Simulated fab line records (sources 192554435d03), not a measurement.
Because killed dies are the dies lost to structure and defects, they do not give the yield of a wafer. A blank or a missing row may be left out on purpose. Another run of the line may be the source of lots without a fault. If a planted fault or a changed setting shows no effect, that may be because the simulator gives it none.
fab line records | flow n5-finfet
record: lots: 24 wafers: 72 last-day: 18
route steps=1938 shown BEOL_M4@1098 BEOL_M5@1127
lots untouched by any fault: they come from a run of this same line in which no faults occurred
start-h: the number of hours between the record's first day and the start of the first shown wafer of the lot | wait-h: hours from the lot's prior step to this one | " as in the row above | L1.1+2: several wafers, shown together as one row | - value missing, or start not given | * or withheld: withheld | < > ~ a bound
route shown NAME@n: names a module that has steps shown in the file, with the first one's number in the route | usual: the fault-free wafers' mean and standard deviation | same: alike in all rows | chamber/n: place in a boat | sites: readings site by site | _std_site: their standard deviation | _edge_site: mean of outer sites minus mean of inner sites | radius-mm: how far each site lies from the wafer's centre | mask NAME#n: copy n | behind: the tool/chamber that last shaped the wafer | hold: cause of the lot's hold/its duration in hours/its outcome | device: transistor that didn't switch, given as n, p or np | end of line: the route-end tests of the same wafers | a step with no rows: only its recipe | killed: count of dies lost to structure and defects at first sort (not the wafer's yield) | map: a wafer's dies, x killed, . not, _ none there
set.NAME: setting as actually run; set.NAME@STEP: the setting as run at that earlier step | model.NAME: the simulator's own value behind a step, which no gauge read
one table for each step of the route and one row for each wafer, over a sample of lots
services: when a tool's chamber went out of use (start-h, in hours from the record's first day, below 0 if earlier), for how many hours, and the reason
== steps ==
step: N5_BEOL_M4_SPUTTER_94
recipe: material: Cu target-thk-a: 45 temp-c: -20 chamber-pressure-pa: 0.07 power-w: withheld time-s: 8.29
usual: chuck-sensor-temp-C: -16.1/0.44 throttle-valve-pct: 29.6/1.1
columns lot.wafer tool chamber start-h wait-h chuck-sensor-temp-C throttle-valve-pct
L074.2 pvd-sputter-01 - 179.16 0.1 -15.8 27.6
L074.4 " - " " -15.2 29.1
L074.5 " - " " -15.2 29.2
L075.1 pvd-sputter-02 - 184.74 0.1 -16.2 28.8
L075.4 " - " " -16.7 28.9
L075.6 " - " " -16.2 29.6
L076.2 pvd-sputter-03 - 193.68 0.1 -16.3 28.3
L076.5 " - " " -16.0 28.2
L076.6 " - " " -16.7 29.7
L077.1 pvd-sputter-03 - 196.60 0.1 -16.0 28.6
L077.4 " - " " -16.9 29.8
L077.6 " - " " -15.7 30.8
L079.1 pvd-sputter-02 - 197.46 0.1 -16.6 29.2
L079.2 " - " " -16.2 29.5
L079.3 " - " " -15.6 30.4
L078.1 pvd-sputter-02 - 200.12 0.1 -15.6 30.6
L078.3 " - " " -16.6 29.2
L078.6 " - " " -16.7 29.2
L080.3 pvd-sputter-02 - 217.87 0.1 -15.7 30.2
L080.4 " - " " -16.6 29.0
L080.5 " - " " -16.3 29.4
L081.1 pvd-sputter-01 - 218.42 0.1 -15.9 30.8
L081.5 " - " " -15.8 27.5
L081.6 " - " " -15.2 29.4
L082.1 pvd-sputter-01 - 222.88 0.1 -15.9 27.6
L082.5 " - " " -15.9 31.2
L082.6 " - " " -15.9 30.8
L083.2 pvd-sputter-03 - 235.76 0.1 -15.9 31.1
L083.3 " - " " -16.1 29.8
L083.4 " - " " -16.1 28.6
L085.1 pvd-sputter-01 - 236.23 0.1 -15.7 30.7
L085.3 " - " " -16.2 31.2
L085.4 " - " " -16.0 27.8
L084.1 pvd-sputter-01 - 240.72 0.1 -15.9 30.8
L084.2 " - " " -16.2 31.5
L084.3 " - " " -15.2 29.4
L088.1 pvd-sputter-03 - 243.63 0.1 -16.1 30.0
L088.2 " - " " -15.8 30.9
L088.5 " - " " -16.2 28.7
L086.1 pvd-sputter-02 - 243.86 0.1 -16.6 28.9
L086.3 " - " " -15.7 30.3
L086.5 " - " " -16.5 29.7
L087.3 pvd-sputter-01 - 265.48 0.1 -15.8 30.7
L087.4 " - " " -16.1 31.3
L087.5 " - " " -16.1 31.2
L089.1 pvd-sputter-03 - 266.58 0.1 -16.1 29.7
L089.4 " - " " -16.9 30.0
L089.6 " - " " -15.9 30.9
L090.1 pvd-sputter-01 - 272.08 0.1 -15.3 29.5
L090.2 " - " " -16.0 27.6
L090.3 " - " " -15.8 30.9
L091.1 pvd-sputter-02 - 285.95 0.1 -16.3 29.7
L091.3 " - " " -16.5 28.5
L091.6 " - " " -16.2 29.8
L094.1 pvd-sputter-02 - 290.87 0.1 -16.7 29.1
L094.2 " - " " -16.4 28.8
L094.5 " - " " -16.3 29.6
L092.1 pvd-sputter-03 - 290.88 0.1 -16.9 29.6
L092.4 " - " " -16.1 30.0
L092.6 " - " " -15.6 30.9
L093.3 pvd-sputter-02 - 295.61 0.1 -16.5 28.9
L093.4 " - " " -15.5 30.5
L093.5 " - " " -15.6 30.5
L096.1 pvd-sputter-01 - 295.72 0.1 -15.8 27.4
L096.2 " - " " -16.0 30.9
L096.6 " - " " -15.2 29.2
L095.1 pvd-sputter-03 - 311.05 0.1 -16.1 30.0
L095.2 " - " " -16.8 29.7
L095.5 " - " " -16.1 30.0
L097.1 pvd-sputter-03 - 317.13 0.1 -16.2 28.7
L097.3 " - " " -17.0 29.7
L097.5 " - " " -16.1 28.6
step: N5_BEOL_M5_OVL_MEAS_12
recipe: points-per-wafer: 522
usual: M5_OVL: 0.1/0.69
columns lot.wafer tool chamber start-h wait-h M5_OVL[nm]
L074.2 overlay-02 0 182.78 0.0 1.2
L074.4 " 0 " " 0.8
L074.5 " 0 " " -0.2
L075.1 overlay-02 0 189.55 0.0 -0.2
L075.4 " 0 " " -1.2
L075.6 " 0 " " -0.8
L076.2 overlay-02 0 198.12 0.0 0.5
L076.5 " 0 " " 0.6
L076.6 " 0 " " 0.0
L077.1 overlay-02 0 201.13 0.0 -0.2
L077.4 " 0 " " 1.1
L077.6 " 0 " " -0.6
L079.1 overlay-02 0 201.57 0.0 0.8
L079.2 " 0 " " 0.4
L079.3 " 0 " " 1.3
L078.1 overlay-02 0 205.99 0.0 0.9
L078.3 " 0 " " 1.4
L078.6 " 0 " " 0.5
L080.3 overlay-01 0 221.74 0.0 0.2
L080.4 " 0 " " -0.3
L080.5 " 0 " " 0.3
L081.1 overlay-02 0 221.94 0.0 -0.5
L081.5 " 0 " " 0.0
L081.6 " 0 " " -0.6
L082.1 overlay-01 0 226.57 0.0 -0.8
L082.5 " 0 " " 0.1
L082.6 " 0 " " 0.2
L083.2 overlay-02 0 241.39 0.0 -0.9
L083.3 " 0 " " 0.3
L083.4 " 0 " " -0.3
L085.1 overlay-01 0 241.65 0.0 1.4
L085.3 " 0 " " 0.6
L085.4 " 0 " " 1.4
L084.1 overlay-02 0 244.66 0.0 -0.5
L084.2 " 0 " " 0.5
L084.3 " 0 " " -0.3
L088.1 overlay-01 0 249.62 0.0 0.0
L088.2 " 0 " " -0.4
L088.5 " 0 " " -0.7
L086.1 overlay-01 0 249.86 0.0 -0.4
L086.3 " 0 " " 0.0
L086.5 " 0 " " -0.4
L087.3 overlay-01 0 269.97 0.0 0.6
L087.4 " 0 " " -0.2
L087.5 " 0 " " 0.7
L089.1 overlay-01 0 270.50 0.0 -1.2
L089.4 " 0 " " 0.3
L089.6 " 0 " " 0.4
L090.1 overlay-01 0 277.06 0.0 -1.3
L090.2 " 0 " " -0.3
L090.3 " 0 " " -1.7
L091.1 overlay-02 0 292.29 0.0 0.0
L091.3 " 0 " " -0.9
L091.6 " 0 " " -0.1
L094.1 overlay-02 0 296.50 0.0 0.2
L094.2 " 0 " " 0.7
L094.5 " 0 " " 0.9
L092.1 overlay-01 0 296.60 0.0 -0.8
L092.4 " 0 " " 0.4
L092.6 " 0 " " -0.4
L096.1 overlay-01 0 299.97 0.0 1.3
L096.2 " 0 " " 0.8
L096.6 " 0 " " 1.0
L093.3 overlay-01 0 300.15 0.0 0.0
L093.4 " 0 " " -0.3
L093.5 " 0 " " -0.2
L095.1 overlay-02 0 315.01 0.0 1.2
L095.2 " 0 " " 0.8
L095.5 " 0 " " 0.9
L097.1 overlay-02 0 320.83 0.0 -0.1
L097.3 " 0 " " 0.6
L097.5 " 0 " " 0.7
step: N5_BEOL_M5_ETCH_72
recipe: chemistry: N2/H2 target: underlayer target-depth-a: 65 mask-material: CAR-EUV time-s: 5.2 ion-energy-ev: 200 pressure-mtorr: 30 source-w: 840 bias-w: 150 n2-flow-sccm: 200 h2-flow-sccm: 200 ends: cleared
usual: drypump-motor-current-A: 5.7/0.44 etch-rf-on-time-s: 5.20/0.18 oes-product-au: 0.65/0.071 rf-vpp-V: 523.1/2.6 showerhead-plenum-p-Torr: 2.51/0.088 throttle-valve-pct: 18.0/0.31
columns lot.wafer tool chamber start-h wait-h drypump-motor-current-A etch-rf-on-time-s oes-product-au rf-hours-counter-h rf-vpp-V showerhead-plenum-p-Torr throttle-valve-pct
L074.2 rie-diel-02 0 182.90 0.0 5.6 5.26 0.81 3 526.5 2.62 17.5
L074.4 " 1 " " 5.6 5.23 0.65 152 523.1 2.43 18.1
L074.5 " 2 " " 5.9 5.52 0.62 - 523.6 2.54 17.9
L075.1 rie-diel-01 0 189.80 0.0 6.4 5.11 0.64 175 524.3 2.52 17.6
L075.4 " 2 " " 6.1 5.21 0.63 157 528.5 2.65 17.6
L075.6 " 3 " " 6.1 4.91 0.62 - 522.8 2.41 18.4
L076.2 rie-diel-03 2 198.52 0.0 5.8 4.98 0.87 2 521.4 2.48 18.0
L076.5 " 2 " " 5.9 5.00 0.87 - 524.8 2.48 18.0
L076.6 " 1 " " 5.1 5.29 0.56 - 524.1 2.52 18.4
L077.1 rie-diel-01 0 201.26 0.0 6.4 5.10 0.64 178 519.3 2.51 17.6
L077.4 " 3 " " 6.1 4.91 0.63 - 522.6 2.41 18.4
L077.6 " 0 " " 6.4 5.12 0.63 - 522.9 2.51 17.6
L079.1 rie-diel-01 0 201.70 0.0 6.4 5.15 0.63 178 524.0 2.51 17.6
L079.2 " 3 " " 6.1 4.89 0.62 203 522.0 2.41 18.4
L079.3 " 2 " " 6.1 5.29 0.62 160 527.7 2.65 17.6
L078.1 rie-diel-03 3 206.12 0.0 5.2 5.61 0.63 155 521.0 2.43 18.0
L078.3 " 0 " " 5.4 5.40 0.62 196 525.5 2.65 18.3
L078.6 " 2 " " 5.9 5.02 0.86 - 524.1 2.48 18.0
L080.3 rie-diel-03 2 221.85 0.0 5.9 4.93 0.85 9 521.9 2.48 18.0
L080.4 " 3 " " 5.2 5.65 0.62 161 520.8 2.43 18.0
L080.5 " 0 " " 5.4 5.38 0.62 - 526.7 2.65 18.3
L081.1 rie-diel-01 3 222.15 0.0 6.0 4.98 0.61 211 520.4 2.40 18.4
L081.5 " 3 " " 6.1 4.91 0.61 - 520.8 2.40 18.4
L081.6 " 0 " " 6.4 5.13 0.63 - 522.4 2.51 17.6
L082.1 rie-diel-01 3 227.33 0.0 6.1 4.85 0.62 213 519.8 2.40 18.4
L082.5 " 1 " " 5.3 5.14 0.64 - 521.3 2.43 18.1
L082.6 " 0 " " 6.4 5.06 0.64 - 522.3 2.51 17.6
L083.2 rie-diel-03 2 241.51 0.0 5.9 4.98 0.82 17 521.6 2.48 18.0
L083.3 " 3 " " 5.2 5.51 0.62 169 521.5 2.42 18.0
L083.4 " 0 " " 5.4 5.30 0.61 209 528.8 2.65 18.3
L085.1 rie-diel-01 0 241.77 0.0 6.4 5.08 0.63 192 523.4 2.51 17.6
L085.3 " 3 " " 6.1 4.92 0.61 218 519.4 2.40 18.4
L085.4 " 2 " " 6.1 5.30 0.61 176 528.3 2.64 17.6
L084.1 rie-diel-01 1 245.02 0.0 5.3 5.06 0.64 174 523.1 2.43 18.1
L084.2 " 0 " " 6.4 5.06 0.62 193 522.7 2.51 17.6
L084.3 " 3 " " 6.1 4.84 0.62 219 518.8 2.40 18.4
L088.1 rie-diel-01 1 249.93 0.0 5.3 5.13 0.64 175 520.5 2.43 18.2
L088.2 " 2 " " 6.1 5.23 0.61 179 522.8 2.64 17.7
L088.5 " 1 " " 5.3 5.20 0.63 - 523.1 2.43 18.2
L086.1 rie-diel-03 3 250.17 0.0 5.2 5.54 0.61 172 522.2 2.42 18.0
L086.3 " 0 " " 5.4 5.28 0.62 212 526.9 2.65 18.3
L086.5 " 3 " " 5.2 5.47 0.62 - 520.0 2.42 18.0
L087.3 rie-diel-02 2 270.45 0.0 5.9 5.55 0.61 168 521.8 2.53 17.9
L087.4 " 3 " " 5.4 5.09 0.70 100 525.3 2.55 17.6
L087.5 " 1 " " 5.6 5.30 0.64 - 519.1 2.43 18.1
L089.1 rie-diel-03 1 270.64 0.0 5.1 5.05 0.83 2 524.9 2.51 18.1
L089.4 " 2 " " 5.9 4.99 0.79 29 522.9 2.47 18.0
L089.6 " 3 " " 5.2 5.55 0.60 - 521.6 2.42 18.0
L090.1 rie-diel-01 1 277.35 0.0 5.3 5.12 0.63 184 518.9 2.42 18.2
L090.2 " 3 " " 6.1 4.99 0.61 229 521.8 2.40 18.4
L090.3 " 0 " " 6.4 5.17 0.62 204 526.8 2.50 17.6
L091.1 rie-diel-01 3 292.59 0.0 6.1 4.96 0.61 234 520.9 2.39 18.4
L091.3 " 0 " " 6.4 5.21 0.62 209 523.7 2.50 17.6
L091.6 " 1 " " 5.3 5.13 0.63 - 519.5 2.42 18.2
L094.1 rie-diel-01 2 296.63 0.0 6.1 5.41 0.60 193 525.9 2.63 17.7
L094.2 " 1 " " 5.3 5.21 0.63 190 517.6 2.42 18.2
L094.5 " 3 " " 6.1 5.05 0.60 - 520.3 2.39 18.5
L092.1 rie-diel-02 1 296.73 0.0 5.6 5.36 0.63 178 522.1 2.42 18.1
L092.4 " 2 " " 5.8 5.46 0.61 177 523.8 2.53 17.9
L092.6 " 1 " " 5.6 5.28 0.63 - 522.4 2.42 18.1
L096.1 rie-diel-03 3 300.10 0.0 5.2 5.53 0.60 190 520.5 2.41 18.0
L096.2 " 2 " " 5.9 5.00 0.78 38 521.9 2.47 18.1
L096.6 " 0 " " 5.4 5.26 0.60 - 528.7 2.64 18.3
L093.3 rie-diel-02 3 300.26 0.0 5.3 5.18 0.68 111 521.1 2.54 17.6
L093.4 " 1 " " 5.6 5.34 0.63 179 521.7 2.42 18.1
L093.5 " 0 " " 5.6 5.19 0.74 - 525.8 2.60 17.6
L095.1 rie-diel-01 0 315.13 0.0 6.4 5.15 0.62 217 523.2 2.50 17.7
L095.2 " 2 " " 6.1 5.31 0.60 198 525.5 2.63 17.7
L095.5 " 1 " " 5.4 5.18 0.63 - 519.2 2.42 18.2
L097.1 rie-diel-03 1 320.96 0.0 5.1 5.07 0.79 17 523.3 2.50 18.1
L097.3 " 0 " " 5.4 5.27 0.60 236 524.6 2.64 18.3
L097.5 " 3 " " 5.2 5.52 0.60 - 520.9 2.41 18.0
step: N5_BEOL_M5_CD_MEAS_18
recipe: pitch-nm: 56 target-cd-nm: 28
usual: cd-nm: 28.0/0.45
columns lot.wafer tool chamber start-h wait-h cd-nm
L074.2 cd-sem-02 - 183.30 0.1 28.2
L074.4 " - " " 28.3
L074.5 " - " " 28.0
L075.1 cd-sem-02 - 190.20 0.1 28.9
L075.4 " - " " 27.9
L075.6 " - " " 28.1
L076.2 cd-sem-01 - 198.92 0.1 28.2
L076.5 " - " " 28.1
L076.6 " - " " 28.4
L077.1 cd-sem-02 - 201.65 0.0 28.4
L077.4 " - " " 28.7
L077.6 " - " " 29.0
L079.1 cd-sem-02 - 202.09 0.0 28.3
L079.2 " - " " 28.0
L079.3 " - " " 27.7
L078.1 cd-sem-03 - 206.61 0.0 27.8
L078.3 " - " " 28.4
L078.6 " - " " 29.0
L080.3 cd-sem-03 - 222.33 0.1 27.6
L080.4 " - " " 28.1
L080.5 " - " " 28.3
L081.1 cd-sem-02 - 222.54 0.0 28.0
L081.5 " - " " 28.2
L081.6 " - " " 28.4
L082.1 cd-sem-01 - 227.86 0.0 27.7
L082.5 " - " " 27.4
L082.6 " - " " 27.9
L083.2 cd-sem-03 - 241.90 0.1 27.7
L083.3 " - " " 28.0
L083.4 " - " " 28.3
L085.1 cd-sem-03 - 242.26 0.0 28.4
L085.3 " - " " 27.6
L085.4 " - " " 28.4
L084.1 cd-sem-01 - 245.49 0.0 27.9
L084.2 " - " " 27.9
L084.3 " - " " 27.7
L088.1 cd-sem-03 - 250.44 0.0 27.6
L088.2 " - " " 27.6
L088.5 " - " " 27.2
L086.1 cd-sem-02 - 250.57 0.0 27.9
L086.3 " - " " 28.2
L086.5 " - " " 27.6
L087.3 cd-sem-02 - 270.89 0.1 28.0
L087.4 " - " " 27.0
L087.5 " - " " 28.4
L089.1 cd-sem-03 - 271.03 0.0 27.9
L089.4 " - " " 27.3
L089.6 " - " " 27.6
L090.1 cd-sem-03 - 277.75 0.0 27.9
L090.2 " - " " 28.3
L090.3 " - " " 28.1
L091.1 cd-sem-03 - 293.00 0.0 28.2
L091.3 " - " " 28.7
L091.6 " - " " 28.0
L094.1 cd-sem-01 - 297.04 0.0 28.3
L094.2 " - " " 27.7
L094.5 " - " " 28.0
L092.1 cd-sem-03 - 297.22 0.0 26.9
L092.4 " - " " 27.2
L092.6 " - " " 27.8
L096.1 cd-sem-01 - 300.49 0.0 28.8
L096.2 " - " " 28.6
L096.6 " - " " 28.1
L093.3 cd-sem-02 - 300.66 0.1 27.8
L093.4 " - " " 27.7
L093.5 " - " " 28.2
L095.1 cd-sem-03 - 315.53 0.0 28.1
L095.2 " - " " 27.4
L095.5 " - " " 27.6
L097.1 cd-sem-02 - 321.35 0.0 28.7
L097.3 " - " " 28.1
L097.5 " - " " 29.0
step: N5_BEOL_M5_DESCUM_33
recipe: chemistry: O2 time-s: 7 source-power-w: 50 bias-power-w: 20 pressure-mtorr: 20 rf-frequency-hz: 2.712e+07 temp-c: 40 resist: CAR-EUV o2-flow-sccm: 225
usual: drypump-motor-current-A: 5.7/0.4 oes-product-au: 0.76/0.077 rf-vpp-V: 242.8/1.4 showerhead-plenum-p-Torr: 2.07/0.073 throttle-valve-pct: 20.55/0.3
columns lot.wafer tool chamber start-h wait-h drypump-motor-current-A oes-product-au rf-hours-counter-h rf-vpp-V showerhead-plenum-p-Torr throttle-valve-pct
L074.2 rie-diel-02 0 184.47 0.0 5.6 0.95 4 245.0 2.15 20.12
L074.4 " 2 " " 5.9 0.75 151 244.4 2.09 20.39
L074.5 " 0 " " 5.6 0.94 - 244.7 2.15 20.12
L075.1 rie-diel-01 0 190.69 0.0 6.4 0.73 175 243.8 2.10 20.34
L075.4 " 3 " " 6.1 0.72 200 240.8 2.00 21.10
L075.6 " 1 " " 5.3 0.74 - 243.0 1.97 20.43
L076.2 rie-diel-03 1 199.81 0.0 5.1 0.66 234 242.6 2.05 20.82
L076.5 " 3 " " 5.2 0.74 - 241.6 2.00 20.54
L076.6 " 0 " " 5.3 0.73 - 245.1 2.19 20.86
L077.1 rie-diel-02 0 205.08 0.0 5.6 0.93 10 243.1 2.15 20.11
L077.4 " 2 " " 5.9 0.75 157 243.9 2.08 20.40
L077.6 " 3 " " 5.3 0.81 - 243.8 2.13 20.38
L079.1 rie-diel-01 1 205.13 0.0 5.3 0.76 160 241.3 1.97 20.46
L079.2 " 2 " " 6.1 0.75 161 243.8 2.18 20.15
L079.3 " 3 " " 6.1 0.72 204 240.6 2.00 21.11
L078.1 rie-diel-03 2 208.71 0.1 5.9 0.99 4 242.6 2.06 20.60
L078.3 " 0 " " 5.4 0.73 196 245.0 2.19 20.85
L078.6 " 1 " " 5.1 0.66 - 242.9 2.05 20.81
L080.3 rie-diel-01 2 224.15 0.0 6.1 0.74 169 245.3 2.18 20.15
L080.4 " 0 " " 6.4 0.71 186 243.4 2.09 20.37
L080.5 " 3 " " 6.0 0.71 - 241.3 2.00 21.12
L081.1 rie-diel-03 0 225.13 0.9 5.4 0.72 203 244.6 2.18 20.86
L081.5 " 1 " " 5.1 0.66 - 243.6 2.05 20.82
L081.6 " 2 " " 5.8 0.98 - 243.7 2.06 20.60
L082.1 rie-diel-01 3 230.45 1.1 6.1 0.71 215 242.0 2.00 21.12
L082.5 " 1 " " 5.3 0.75 - 242.4 1.97 20.44
L082.6 " 2 " " 6.1 0.73 - 245.7 2.18 20.15
L083.2 rie-diel-01 0 242.34 0.0 6.4 0.71 193 242.2 2.09 20.38
L083.3 " 1 " " 5.3 0.74 173 243.0 1.97 20.46
L083.4 " 2 " " 6.1 0.73 176 244.8 2.17 20.18
L085.1 rie-diel-01 2 242.82 0.0 6.2 0.73 176 244.0 2.17 20.18
L085.3 " 1 " " 5.3 0.74 173 240.6 1.97 20.46
L085.4 " 0 " " 6.4 0.71 193 243.3 2.09 20.37
L084.1 rie-diel-02 0 248.37 0.0 5.6 0.91 15 242.9 2.15 20.13
L084.2 " 3 " " 5.4 0.81 95 244.9 2.13 20.41
L084.3 " 1 " " 5.6 0.75 163 240.8 2.00 20.76
L088.1 rie-diel-03 3 251.83 0.0 5.2 0.74 172 242.6 1.99 20.56
L088.2 " 2 " " 5.9 0.93 21 242.9 2.05 20.63
L088.5 " 3 " " 5.2 0.74 - 242.9 1.99 20.56
L086.1 rie-diel-01 2 252.31 0.3 6.1 0.73 180 244.6 2.17 20.17
L086.3 " 1 " " 5.3 0.74 176 241.8 1.97 20.47
L086.5 " 1 " " 5.3 0.74 - 242.5 1.97 20.48
L089.1 rie-diel-01 2 272.07 0.3 6.1 0.73 185 243.6 2.17 20.20
L089.4 " 1 " " 5.3 0.74 182 241.5 1.97 20.46
L089.6 " 1 " " 5.3 0.74 - 240.9 1.97 20.46
L087.3 rie-diel-02 1 272.19 0.3 5.6 0.75 171 242.2 2.00 20.76
L087.4 " 3 " " 5.4 0.80 101 244.4 2.13 20.40
L087.5 " 2 " " 5.8 0.74 - 244.3 2.08 20.43
L090.1 rie-diel-02 3 278.33 0.2 5.3 0.80 103 241.4 2.13 20.40
L090.2 " 0 " " 5.6 0.90 23 242.6 2.15 20.13
L090.3 " 2 " " 5.9 0.74 171 243.6 2.08 20.42
L091.1 rie-diel-02 0 296.06 0.5 5.6 0.89 30 245.3 2.14 20.16
L091.3 " 3 " " 5.3 0.80 109 242.2 2.12 20.43
L091.6 " 2 " " 5.9 0.74 - 241.8 2.08 20.42
L092.1 rie-diel-01 2 298.90 0.2 6.1 0.72 194 244.6 2.17 20.19
L092.4 " 3 " " 6.0 0.69 236 242.0 1.99 21.17
L092.6 " 3 " " 6.1 0.69 - 240.6 1.99 21.16
L094.1 rie-diel-02 0 299.23 0.3 5.6 0.89 31 243.7 2.14 20.16
L094.2 " 1 " " 5.5 0.73 179 242.0 2.00 20.78
L094.5 " 1 " " 5.6 0.74 - 240.5 2.00 20.78
L093.3 rie-diel-02 1 302.67 0.0 5.6 0.73 180 239.6 2.00 20.78
L093.4 " 0 " " 5.6 0.87 32 243.5 2.14 20.16
L093.5 " 1 " " 5.6 0.73 - 241.2 2.00 20.78
L096.1 rie-diel-01 2 302.86 0.2 6.1 0.72 195 243.2 2.17 20.21
L096.2 " 0 " " 6.4 0.70 213 242.8 2.08 20.40
L096.6 " 0 " " 6.4 0.70 - 242.8 2.08 20.40
L095.1 rie-diel-03 0 318.85 0.0 5.4 0.70 235 244.7 2.17 20.91
L095.2 " 3 " " 5.2 0.71 196 242.6 1.98 20.59
L095.5 " 0 " " 5.4 0.70 - 243.4 2.17 20.89
L097.1 rie-diel-03 1 322.52 0.0 5.1 0.93 17 243.4 2.04 20.50
L097.3 " 3 " " 5.2 0.71 197 241.6 1.98 20.61
L097.5 " 1 " " 5.1 0.92 - 242.3 2.04 20.49
step: N5_BEOL_M5_CURE_80
recipe: temp-c: 370 time-s: 120 ambient: DMADMS/He material: SiCOH_lowk
usual: lamp-power-pct: 52.31/0.056 wafer_temp_C_max: 371.7/0.66
columns lot.wafer tool chamber start-h wait-h lamp-power-pct wafer_temp_C_max
L074.2 uv-cure-02 2 185.13 0.1 52.33 371.0
L074.4 " 2 " " 52.47 371.1
L074.5 " 2 " " 52.26 370.8
L075.1 uv-cure-02 2 191.31 0.0 52.30 370.7
L075.4 " 2 " " 52.45 371.1
L075.6 " 2 " " 52.37 371.1
L076.2 uv-cure-03 1 200.48 0.1 52.30 371.3
L076.5 " 1 " " 52.37 370.7
L076.6 " 1 " " 52.20 371.1
L077.1 uv-cure-01 0 205.70 0.0 52.31 371.4
L077.4 " 0 " " 52.29 372.2
L077.6 " 0 " " 52.27 371.5
L079.1 uv-cure-02 0 205.75 0.0 52.24 371.6
L079.2 " 0 " " 52.27 371.7
L079.3 " 0 " " 52.21 371.5
L078.1 uv-cure-01 0 209.32 0.0 52.37 371.1
L078.3 " 0 " " 52.37 371.6
L078.6 " 0 " " 52.35 371.5
L080.3 uv-cure-03 2 224.87 0.1 52.31 372.8
L080.4 " 2 " " 52.32 371.9
L080.5 " 2 " " 52.30 372.8
L081.1 uv-cure-01 1 225.74 0.0 52.31 372.4
L081.5 " 1 " " 52.32 371.8
L081.6 " 1 " " 52.28 371.8
L082.1 uv-cure-03 1 231.07 0.0 52.33 371.1
L082.5 " 1 " " 52.37 371.8
L082.6 " 1 " " 52.35 371.3
L083.2 uv-cure-03 1 243.00 0.1 52.29 371.8
L083.3 " 1 " " 52.44 371.4
L083.4 " 1 " " 52.31 371.3
L085.1 uv-cure-01 2 243.45 0.0 52.34 370.8
L085.3 " 2 " " 52.37 371.6
L085.4 " 2 " " 52.37 371.6
L084.1 uv-cure-01 1 248.99 0.0 52.23 372.7
L084.2 " 1 " " 52.32 371.9
L084.3 " 1 " " 52.24 372.5
L088.1 uv-cure-03 2 252.59 0.2 52.37 372.9
L088.2 " 2 " " 52.30 373.0
L088.5 " 2 " " 52.33 372.7
L086.1 uv-cure-03 1 253.49 0.6 52.29 371.5
L086.3 " 1 " " 52.37 371.0
L086.5 " 1 " " 52.32 371.3
L089.1 uv-cure-03 1 272.72 0.1 52.36 371.0
L089.4 " 1 " " 52.34 371.3
L089.6 " 1 " " 52.36 370.7
L087.3 uv-cure-01 0 272.91 0.1 52.40 371.1
L087.4 " 0 " " 52.40 371.4
L087.5 " 0 " " 52.34 371.6
L090.1 uv-cure-01 1 278.96 0.0 52.36 371.5
L090.2 " 1 " " 52.29 371.8
L090.3 " 1 " " 52.25 371.9
L091.1 uv-cure-02 0 296.69 0.0 52.31 371.1
L091.3 " 0 " " 52.31 371.7
L091.6 " 0 " " 52.37 371.6
L092.1 uv-cure-03 2 299.52 0.0 52.35 372.5
L092.4 " 2 " " 52.28 373.3
L092.6 " 2 " " 52.28 372.5
L094.1 uv-cure-02 1 299.94 0.1 52.29 371.1
L094.2 " 1 " " 52.26 370.7
L094.5 " 1 " " 52.29 371.0
L096.1 uv-cure-03 2 303.48 0.0 52.35 373.3
L096.2 " 2 " " 52.33 372.5
L096.6 " 2 " " 52.41 372.4
L093.3 uv-cure-01 2 303.48 0.1 52.33 372.3
L093.4 " 2 " " 52.38 371.7
L093.5 " 2 " " 52.33 371.9
L095.1 uv-cure-02 2 319.47 0.0 52.35 371.0
L095.2 " 2 " " 52.29 371.1
L095.5 " 2 " " 52.28 370.8
L097.1 uv-cure-03 2 323.13 0.0 52.33 372.2
L097.3 " 2 " " 52.36 372.0
L097.5 " 2 " " 52.26 372.7
== services ==
columns tool chamber start-h hours kind
rie-diel-02 0 156.91 - clean
rie-diel-02 0 156.91 - consumable-replace:focus-ring
pvd-sputter-02 - 157.03 4.8 repair
rie-diel-03 2 173.35 - clean
rie-diel-03 2 173.35 - consumable-replace:focus-ring
rie-diel-03 2 173.35 19.9 scheduled-down
rie-diel-03 2 173.35 19.9 vent-cycle
uv-cure-01 - 186.64 3.0 repair
rie-diel-01 1 197.73 6.1 repair
uv-cure-02 - 198.49 0.7 repair
rie-diel-01 1 210.44 1.8 repair
uv-cure-01 - 211.36 3.4 pm
rie-diel-02 - 212.13 28.1 pm
pvd-sputter-03 - 216.20 4.0 repair
rie-diel-03 1 245.77 - clean
rie-diel-03 1 245.77 - consumable-replace:focus-ring
rie-diel-03 1 245.77 18.5 scheduled-down
rie-diel-03 1 245.77 18.5 vent-cycle
uv-cure-03 - 245.83 0.7 repair
uv-cure-02 - 251.43 5.2 repair
uv-cure-03 - 266.58 0.9 repair
rie-diel-02 1 285.26 2.9 repair
rie-diel-02 2 311.15 15.1 repair
rie-diel-03 2 315.58 9.5 repair
== key ==
fault none
